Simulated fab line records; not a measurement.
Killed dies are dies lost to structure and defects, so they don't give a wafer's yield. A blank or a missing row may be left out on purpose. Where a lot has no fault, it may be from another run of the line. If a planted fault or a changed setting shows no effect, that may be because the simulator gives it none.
What tool caused it?	flow nandHarc	6 lots, 18 wafers sampled, at 3 steps of a route of 1302

## WHAT EACH GAUGE READ, for each wafer
NHARC_A_BLC_CD_MEAS_10: the cd target is 100 nm.
lot	measured	on	cdNm (nm)
L574	day 22 06:46	cdSem-03	100.2 99.5 99.1
L576	day 23 17:40	cdSem-02	100.0 100.0 100.3
L580	day 25 17:22	cdSem-03	100.3 99.7 100.6
L582	day 25 22:16	cdSem-01	99.7 108.7 108.6
L592	day 30 00:45	cdSem-01	100.1 99.9 100.5
L593	day 31 07:36	cdSem-01	99.7 99.2 99.8

## WHAT TOOL EACH LOT RAN ON (gives the tool, then ch and the chambers of the sampled wafers, and finally the start)
lot	NHARC_A_CONTACT_ETCH_139	NHARC_A_BLC_PEB_08
L574	harCapEtch-03 ch 0,1, day 22 03:11	lithoTrack-04 ch 0, day 22 06:41
L576	harCapEtch-02 ch 0,1, day 23 13:57	lithoTrack-04 ch 0, day 23 17:35
L580	harCapEtch-02 ch 0,1, day 25 13:35	lithoTrack-04 ch 0, day 25 17:17
L582	harCapEtch-02 ch 1, day 25 18:26	lithoTrack-04 ch 0, day 25 22:11
L592	harCapEtch-02 ch 1, day 29 21:08	lithoTrack-01 ch 0, day 30 00:40
L593	harCapEtch-02 ch 0,1, day 31 03:52	lithoTrack-06 ch 0, day 31 07:32
- NHARC_A_CONTACT_ETCH_139: etches the open film in C4F8/O2/Ar, time 195 s, target depth 840 nm.
- NHARC_A_BLC_PEB_08: peb time 65 s.

## THE ANSWER, worked out from the rows above alone
Rule: the usual values come from the lots themselves. The widest of any qualifying gaps counts: lots, ordered by their means at a reading, are off when they make up no more than a third of the lots, leave a main group of 4 or more, and stand apart from it by 3 or more times the standard deviation of that group's means. Not used: any main group whose means are identical at the precision the tables above print for the reading. A lot without any number at a reading at which 4 lots or more have one is off too. All remaining lots with rows at the step are treated as sound.
Off: L582 (NHARC_A_BLC_CD_MEAS_10, cdNm). Mean 99.9 nm and standard deviation 0.28 in the main group.
A tool fits if, at a process step before that reading, it ran every lot that is off, and no sound lot after the first of them. The gauges at NHARC_A_BLC_CD_MEAS_10 are tried like those tools. One fits: lithoTrack-04 at NHARC_A_BLC_PEB_08. Its last sound lot is L580 (day 25 17:17), its first lot that is off L582 (day 25 22:11): a fault that began between those two fits.

## WHAT HAD BEEN PUT IN BY THE SIMULATOR
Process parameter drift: lithoTrack-04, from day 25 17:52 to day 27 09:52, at NHARC_A_BLC_PEB_08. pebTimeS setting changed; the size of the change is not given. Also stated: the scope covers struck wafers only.
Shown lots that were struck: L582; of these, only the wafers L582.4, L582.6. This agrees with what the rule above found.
